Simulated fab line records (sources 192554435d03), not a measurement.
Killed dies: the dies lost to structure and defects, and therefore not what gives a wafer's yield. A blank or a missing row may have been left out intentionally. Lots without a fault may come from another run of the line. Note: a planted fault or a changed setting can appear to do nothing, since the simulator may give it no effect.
The same fault as seen by 2 desks + flow n5 finfet + every desk sees just its own numbers, and what lay behind them comes last

## DESK OF THE TOOL OWNER: rie diel-04
The tool's own readings at N5_BEOL_M7_VIA_ETCH_34 (etches SiCOH lowk in C4F6/O2, target depth 125.5 nm, time 50.5 s): means of the sampled wafers that have a number, for each lot that ran on this tool. Marked OUT: a lot whose mean sits more than 4 standard deviations from the usual mean, which makes it out of limits; the brackets give that distance.
Columns: A = drypump motor current A at N5_BEOL_M7_VIA_ETCH_34, usual 5.8 A; B = oes product au at N5_BEOL_M7_VIA_ETCH_34, usual 0.81 a.u.; C = rf vpp V at N5_BEOL_M7_VIA_ETCH_34, usual 670 V; D = run length s at N5_BEOL_M7_VIA_ETCH_34, usual 73.5 s; E = showerhead plenum p Torr at N5_BEOL_M7_VIA_ETCH_34, usual 2.90 Torr; F = throttle valve pct at N5_BEOL_M7_VIA_ETCH_34, usual 20.92 %
| lot  | first seen here | A   | B    | C   | D              | E    | F     |
|------|-----------------|-----|------|-----|----------------|------|-------|
| L646 | day 11 04:41    | 5.5 | 0.77 | 659 | 73.4           | 2.87 | 20.90 |
| L648 | day 11 05:05    | 5.4 | 0.81 | 673 | 73.2           | 2.93 | 20.85 |
| L650 | day 11 23:43    | 5.4 | 0.80 | 674 | 73.1           | 2.93 | 20.85 |
| L651 | day 12 00:09    | 5.7 | 0.83 | 690 | 73.1           | 2.99 | 20.99 |
| L655 | day 13 18:05    | 5.8 | 0.88 | 676 | 73.7           | 2.94 | 20.91 |
| L658 | day 14 03:19    | 5.5 | 0.81 | 677 | 78.4 (+11) OUT | 2.92 | 21.01 |
| L661 | day 15 09:35    | 5.8 | 0.86 | 676 | 75.2           | 2.93 | 20.94 |
This desk's finding: out of limits on L658; first on L658, day 14 03:19 (run length s at N5_BEOL_M7_VIA_ETCH_34). L646, L648, L650, L651, L655, L661: within limits.

## METROLOGY DESK
What the gauges read for every lot (on any tool): the sampled wafers with a number, averaged. Marked OUT: a lot whose mean sits more than 4 standard deviations from the usual mean, which makes it out of limits; the brackets give that distance.
Columns: A = cd nm at N5_BEOL_M7_CD_MEAS_35, usual 39.9 nm
| lot  | first seen here | A    |
|------|-----------------|------|
| L646 | day 11 05:05    | 39.6 |
| L641 | day 11 05:27    | 39.7 |
| L648 | day 11 05:29    | 40.0 |
| L650 | day 12 00:07    | 40.4 |
| L651 | day 12 00:34    | 40.6 |
| L654 | day 13 18:26    | 39.6 |
| L655 | day 13 18:29    | 40.0 |
| L658 | day 14 03:43    | 39.5 |
| L661 | day 15 10:00    | 40.5 |
| L664 | day 15 18:54    | 40.4 |
Finding of this desk: none of the 10 lots has anything out of limits.

## ALL TOGETHER
The tool owner's desk could have raised an alarm at day 14 03:19, on L658.
The metrology desk saw nothing out of limits.
The metrology desk holds a record of L658, inside its limits.
N5_BEOL_M7_VIA_ETCH_34 was run on rie diel-04 by each of the lots named.

## WHAT THE SIMULATOR PUT IN
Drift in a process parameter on rie diel-04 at N5_BEOL_M7_VIA_ETCH_34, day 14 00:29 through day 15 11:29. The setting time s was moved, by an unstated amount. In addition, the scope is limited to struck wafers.
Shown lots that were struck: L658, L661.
Each desk's first reading out of limits, in hours after the fault started: the tool owner's desk, 3.
